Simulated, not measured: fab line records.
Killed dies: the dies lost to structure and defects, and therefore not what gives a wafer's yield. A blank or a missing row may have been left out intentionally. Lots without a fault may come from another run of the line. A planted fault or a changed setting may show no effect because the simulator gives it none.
fab line records + flow nandHarc
record:
- lots: 5
- wafers: 15
- lastDay: 33
route steps=1302 shown A_DECK1_JOINT@539 A_ONON_D2@545
lots that met no fault: from a run of the same line without faults
startH: hours from the record's first day to the start of the lot's first wafer shown + waitH: time in hours since the lot's previous step + " identical to the entry in the row above + L1.1+2: several wafers, shown together as one row + - value missing, or start not given + * or withheld: withheld + < > ~ a bound
route shown NAME@n: NAME is a module with steps in the file, n the number in the route of the first one + usual: mean/standard deviation taken from wafers without a fault + same: alike in all rows + chamber/n: place in a boat + sites: each site's reading + _std_site: standard deviation across them + _edge_site: mean of outer sites minus mean of inner sites + radiusMm: how far each site lies from the wafer's centre + mask NAME#n: copy n + behind: the tool/chamber that last shaped the wafer + hold: why the lot went on hold/how many hours it stayed there/how the hold came to an end + device: whichever transistor did not switch (one of n, p or np) + end of line: at the end of the route, the tests of the same wafers + step lacking rows: just its recipe + killed: dies lost to structure and defects at the first sort, not the wafer's yield + map: dies across one wafer; x = killed, . = not, _ = none there
set.NAME: the setting as run; set.NAME@STEP: as run at that earlier step + model.NAME: the simulator's own value behind a step, which no gauge read
certain route steps with their lots: each step a table, each wafer a row
services: from which hour (startH, from the record's first day; less than 0 if before it) a tool's chamber was out of use, for how many hours, and why
== steps ==
step: NHARC_A_DECK1_JOINT_CMP_02
recipe:
- material: SiOx
usual:
- motorCurrentA: 12.1/1.4
| lot.wafer | tool   | chamber | startH | waitH | motorCurrentA |
|-----------|--------|---------|--------|-------|---------------|
| L414.3    | cmp-04 | 3       | 301.77 | 0.4   | 11.0          |
| L414.4    | "      | 0       | "      | "     | 10.8          |
| L414.1    | "      | 1       | "      | "     | 13.5          |
| L416.3    | cmp-03 | 0       | 320.65 | 0.4   | 14.3          |
| L416.2    | "      | 1       | "      | "     | 10.8          |
| L416.4    | "      | 3       | "      | "     | 12.2          |
| L426.4    | cmp-04 | 0       | 420.54 | 0.4   | 10.6          |
| L426.5    | "      | 2       | "      | "     | 10.5          |
| L426.6    | "      | 3       | "      | "     | 10.4          |
| L433.3    | cmp-03 | 2       | 505.56 | 0.4   | 12.2          |
| L433.6    | "      | 1       | "      | "     | 11.3          |
| L433.5    | "      | 2       | "      | "     | 12.6          |
| L434.1    | cmp-01 | 1       | 505.56 | 0.4   | 13.1          |
| L434.3    | "      | 2       | "      | "     | 10.2          |
| L434.5    | "      | 0       | "      | "     | 13.1          |
step: NHARC_A_DECK1_JOINT_SRD_15
step: NHARC_A_DECK1_JOINT_DEP_16
recipe:
- targetThkA: 450
- tempC: 400
- pressureTorr: 6.5
- rfW: 900
- teosFlowSccm: 161.4
- flowSccm: 2650
- targetThkNm: 45
- gas: O2
- material: SiO2
usual:
- chamberPressureTorr: 6.502/0.015
- heaterPowerW: 575/88
- throttleValvePct: 16.3/0.43
| lot.wafer | tool     | chamber | startH | waitH | chamberPressureTorr | heaterPowerW | throttleValvePct |
|-----------|----------|---------|--------|-------|---------------------|--------------|------------------|
| L414.3    | pecvd-04 | 2       | 302.18 | 0.1   | 6.494               | 716          | 16.4             |
| L414.1    | "        | 1       | "      | "     | 6.487               | 514          | 15.8             |
| L414.4    | "        | 1       | "      | "     | 6.492               | 535          | 16.0             |
| L416.2    | pecvd-03 | 0       | 321.06 | 0.1   | 6.499               | 593          | 16.5             |
| L416.3    | "        | 1       | "      | "     | 6.475               | 533          | 16.4             |
| L416.4    | "        | 2       | "      | "     | 6.504               | 452          | 16.0             |
| L426.5    | pecvd-01 | 2       | 420.97 | 0.2   | 6.476               | 550          | 16.5             |
| L426.6    | "        | 0       | "      | "     | 6.521               | 644          | 15.9             |
| L426.4    | "        | 1       | "      | "     | 6.509               | 725          | 17.0             |
| L433.3    | pecvd-03 | 0       | 505.93 | 0.1   | 6.488               | 628          | 16.9             |
| L433.6    | "        | 0       | "      | "     | 6.498               | 631          | 17.0             |
| L433.5    | "        | 1       | "      | "     | 6.520               | 610          | 16.8             |
| L434.1    | pecvd-04 | 0       | 505.93 | 0.1   | 6.512               | 408          | 16.2             |
| L434.3    | "        | 1       | "      | "     | 6.468               | 581          | 16.3             |
| L434.5    | "        | 1       | "      | "     | 6.486               | 565          | 16.3             |
step: NHARC_A_DECK1_JOINT_THK_MEAS_17
recipe:
- thkMeasGauge: ellipsometry
usual:
- thkNm: 44.9/0.98
| lot.wafer | tool         | chamber | startH | waitH | thkNm |
|-----------|--------------|---------|--------|-------|-------|
| L414.1    | filmMetro-01 | -       | 302.46 | 0.2   | 44.3  |
| L414.3    | "            | -       | "      | "     | 43.5  |
| L414.4    | "            | -       | "      | "     | 45.7  |
| L416.2    | filmMetro-02 | -       | 321.31 | 0.2   | 44.7  |
| L416.3    | "            | -       | "      | "     | 43.9  |
| L416.4    | "            | -       | "      | "     | 43.9  |
| L426.4    | filmMetro-01 | -       | 421.17 | 0.1   | 43.7  |
| L426.5    | "            | -       | "      | "     | 46.5  |
| L426.6    | "            | -       | "      | "     | 45.2  |
| L433.3    | filmMetro-01 | -       | 506.21 | 0.3   | 43.7  |
| L433.5    | "            | -       | "      | "     | 44.5  |
| L433.6    | "            | -       | "      | "     | 44.2  |
| L434.1    | filmMetro-02 | -       | 506.21 | 0.3   | 45.4  |
| L434.3    | "            | -       | "      | "     | 45.2  |
| L434.5    | "            | -       | "      | "     | 44.7  |
step: NHARC_A_DECK1_JOINT_INSPECT_05
usual:
- rawDefectCount: 333/130
| lot.wafer | tool             | chamber | startH | waitH | rawDefectCount |
|-----------|------------------|---------|--------|-------|----------------|
| L414.1    | defectInspect-01 | -       | 302.50 | 0.0   | 300            |
| L414.3    | "                | -       | "      | "     | 141            |
| L414.4    | "                | -       | "      | "     | 208            |
| L416.2    | defectInspect-01 | -       | 321.35 | 0.0   | 445            |
| L416.3    | "                | -       | "      | "     | 361            |
| L416.4    | "                | -       | "      | "     | 261            |
| L426.4    | defectInspect-01 | -       | 421.20 | 0.0   | 332            |
| L426.5    | "                | -       | "      | "     | 239            |
| L426.6    | "                | -       | "      | "     | 482            |
| L433.3    | defectInspect-01 | -       | 506.24 | 0.0   | 231            |
| L433.5    | "                | -       | "      | "     | 146            |
| L433.6    | "                | -       | "      | "     | 294            |
| L434.1    | defectInspect-01 | -       | 506.25 | 0.0   | 366            |
| L434.3    | "                | -       | "      | "     | 362            |
| L434.5    | "                | -       | "      | "     | 306            |
step: NHARC_A_ONON_D2_DEP_00
recipe:
- targetThkA: 10000
- n2FlowSccm: 2750
- n2oFlowSccm: 2000
- nh3FlowSccm: 500
- sih4FlowSccm: 210
- tempC: 400
step: NHARC_A_ONON_D2_THK_MEAS_02
recipe:
- thkMeasGauge: ellipsometry
usual:
- thkNm: 999/10
| lot.wafer | tool         | chamber | startH | waitH | thkNm |
|-----------|--------------|---------|--------|-------|-------|
| L414.1    | filmMetro-01 | -       | 303.07 | -     | 995   |
| L414.3    | "            | -       | "      | "     | 995   |
| L414.4    | "            | -       | "      | "     | 996   |
| L416.2    | filmMetro-01 | -       | 321.93 | -     | 993   |
| L416.3    | "            | -       | "      | "     | 993   |
| L416.4    | "            | -       | "      | "     | 993   |
| L426.4    | filmMetro-02 | -       | 421.78 | -     | 1014  |
| L426.5    | "            | -       | "      | "     | 1013  |
| L426.6    | "            | -       | "      | "     | 1015  |
| L434.1    | filmMetro-02 | -       | 506.82 | -     | 990   |
| L434.3    | "            | -       | "      | "     | 989   |
| L434.5    | "            | -       | "      | "     | 989   |
| L433.3    | filmMetro-01 | -       | 506.82 | -     | 998   |
| L433.5    | "            | -       | "      | "     | 998   |
| L433.6    | "            | -       | "      | "     | 998   |
step: NHARC_A_ONON_D2_DEP_03
recipe:
- targetThkA: 10000
- n2FlowSccm: 2750
- n2oFlowSccm: 2000
- nh3FlowSccm: 500
- sih4FlowSccm: 210
- tempC: 400
step: NHARC_A_ONON_D2_THK_MEAS_05
recipe:
- thkMeasGauge: ellipsometry
usual:
- thkNm: 999/10
| lot.wafer | tool         | chamber | startH | waitH | thkNm |
|-----------|--------------|---------|--------|-------|-------|
| L414.1    | filmMetro-01 | -       | 303.64 | -     | 994   |
| L414.3    | "            | -       | "      | "     | 992   |
| L414.4    | "            | -       | "      | "     | 993   |
| L416.2    | filmMetro-02 | -       | 322.49 | -     | 1007  |
| L416.3    | "            | -       | "      | "     | 1008  |
| L416.4    | "            | -       | "      | "     | 1010  |
| L426.4    | filmMetro-02 | -       | 422.35 | -     | 985   |
| L426.5    | "            | -       | "      | "     | 986   |
| L426.6    | "            | -       | "      | "     | 986   |
| L434.1    | filmMetro-01 | -       | 507.39 | -     | 996   |
| L434.3    | "            | -       | "      | "     | 996   |
| L434.5    | "            | -       | "      | "     | 995   |
| L433.3    | filmMetro-02 | -       | 507.39 | -     | 1019  |
| L433.5    | "            | -       | "      | "     | 1019  |
| L433.6    | "            | -       | "      | "     | 1019  |
step: NHARC_A_ONON_D2_DEP_06
recipe:
- targetThkA: 10000
- n2FlowSccm: 2750
- n2oFlowSccm: 2000
- nh3FlowSccm: 500
- sih4FlowSccm: 210
- tempC: 400
step: NHARC_A_ONON_D2_THK_MEAS_08
recipe:
- thkMeasGauge: ellipsometry
usual:
- thkNm: 1000/8.5
| lot.wafer | tool         | chamber | startH | waitH | thkNm |
|-----------|--------------|---------|--------|-------|-------|
| L414.1    | filmMetro-02 | -       | 304.20 | -     | 1003  |
| L414.3    | "            | -       | "      | "     | 1003  |
| L414.4    | "            | -       | "      | "     | 1003  |
| L416.2    | filmMetro-01 | -       | 323.06 | -     | 1017  |
| L416.3    | "            | -       | "      | "     | 1015  |
| L416.4    | "            | -       | "      | "     | 1016  |
| L426.4    | filmMetro-02 | -       | 422.92 | -     | 993   |
| L426.5    | "            | -       | "      | "     | 992   |
| L426.6    | "            | -       | "      | "     | 993   |
| L434.1    | filmMetro-01 | -       | 507.95 | -     | 1000  |
| L434.3    | "            | -       | "      | "     | 999   |
| L434.5    | "            | -       | "      | "     | 1000  |
| L433.3    | filmMetro-02 | -       | 507.96 | -     | 1000  |
| L433.5    | "            | -       | "      | "     | 1000  |
| L433.6    | "            | -       | "      | "     | 1000  |
step: NHARC_A_ONON_D2_DEP_09
recipe:
- targetThkA: 10000
- n2FlowSccm: 2750
- n2oFlowSccm: 2000
- nh3FlowSccm: 500
- sih4FlowSccm: 210
- tempC: 400
| lot.wafer  | tool         | chamber | startH | waitH |
|------------|--------------|---------|--------|-------|
| L414.1+3+4 | pecvdOnon-03 | 0       | 304.26 | 0.1   |
| L416.2+3+4 | pecvdOnon-01 | 0       | 323.17 | 0.1   |
| L426.4+5+6 | pecvdOnon-01 | 0       | 423.15 | 0.2   |
| L434.1+3+5 | pecvdOnon-01 | 0       | 508.01 | 0.1   |
| L433.3+5+6 | pecvdOnon-03 | 0       | 508.14 | 0.2   |
step: NHARC_A_ONON_D2_THK_MEAS_11
recipe:
- thkMeasGauge: ellipsometry
usual:
- thkNm: 1004/11
| lot.wafer | tool         | chamber | startH | waitH | thkNm |
|-----------|--------------|---------|--------|-------|-------|
| L414.1    | filmMetro-02 | -       | 304.77 | -     | 1021  |
| L414.3    | "            | -       | "      | "     | 1022  |
| L414.4    | "            | -       | "      | "     | 1022  |
| L416.2    | filmMetro-01 | -       | 323.63 | -     | 996   |
| L416.3    | "            | -       | "      | "     | 997   |
| L416.4    | "            | -       | "      | "     | 998   |
| L426.4    | filmMetro-02 | -       | 423.49 | -     | 966   |
| L426.5    | "            | -       | "      | "     | 1025  |
| L426.6    | "            | -       | "      | "     | 1023  |
| L434.1    | filmMetro-01 | -       | 508.52 | -     | 1010  |
| L434.3    | "            | -       | "      | "     | 1010  |
| L434.5    | "            | -       | "      | "     | 1010  |
| L433.3    | filmMetro-02 | -       | 508.53 | -     | 1014  |
| L433.5    | "            | -       | "      | "     | 1014  |
| L433.6    | "            | -       | "      | "     | 1013  |
step: NHARC_A_ONON_D2_DEP_12
recipe:
- targetThkA: 10000
- n2FlowSccm: 2750
- n2oFlowSccm: 2000
- nh3FlowSccm: 500
- sih4FlowSccm: 210
- tempC: 400
== services ==
| tool         | chamber | startH | hours | kind   |
|--------------|---------|--------|-------|--------|
| cmp-03       | -       | 282.06 | 4.3   | repair |
| cmp-01       | -       | 283.01 | 0.8   | repair |
| pecvd-04     | -       | 284.95 | 13.0  | pm     |
| cmp-04       | -       | 296.77 | 0.6   | repair |
| pecvd-03     | -       | 297.08 | 0.4   | repair |
| cmp-04       | -       | 307.05 | 4.0   | pm     |
| pecvd-03     | 0       | 317.86 | 3.1   | repair |
| pecvd-01     | -       | 323.07 | 13.0  | pm     |
| cmp-01       | -       | 324.80 | 0.8   | repair |
| cmp-03       | -       | 358.26 | 4.0   | pm     |
| pecvd-03     | -       | 366.00 | 13.0  | pm     |
| cmp-04       | -       | 405.05 | 4.0   | pm     |
| pecvdOnon-03 | -       | 408.00 | 13.0  | pm     |
| pecvd-03     | 2       | 408.63 | 6.7   | repair |
| cmp-04       | -       | 430.81 | 1.0   | repair |
| cmp-04       | -       | 440.59 | 1.7   | repair |
| pecvdOnon-01 | -       | 454.04 | 13.0  | pm     |
| cmp-04       | -       | 455.57 | 2.2   | repair |
| cmp-03       | -       | 456.26 | 4.0   | pm     |
| pecvd-04     | -       | 465.95 | 13.0  | pm     |
| pecvdOnon-03 | -       | 474.96 | 0.5   | repair |
| cmp-04       | -       | 476.87 | 1.6   | repair |
| pecvd-03     | -       | 497.69 | 1.1   | repair |
| cmp-04       | -       | 503.05 | 4.0   | pm     |
== key ==
firstSign:
- step: NHARC_A_ONON_D2_THK_MEAS_11
- reading: thkNm
- direction: down
- sigmas: 3.6
- usual: 1004
- struck: 966
effect none on later readings
metAt NHARC_A_ONON_D2_DEP_09
struckWafers L426.4
sortLeftOut L426.4
testerLeftOut L426
onsetBetween 323.17 423.15
fault:
- kind: processParameterDrift
- tool: pecvdOnon-01
- chamber: -
- onsetH: 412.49
- steps: NHARC_A_ONON_D2_DEP_09
- channel: targetThkA
- offset: *
- shape: step
- endH: 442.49
- scope: struckWafersOnly
- actsIn: *
- stated: *
testerLeftOut: of these lots the tester's yield and bins aren't shown, on N5 and GAA mostly nor the transistor test; their killed dies are dies lost to structure and defects alone, not to doping, threshold or leakage, so they don't give the yield
sortLeftOut: the simulated sort isn't trusted on such a fault, so these wafers' sort isn't shown, and their yield isn't known
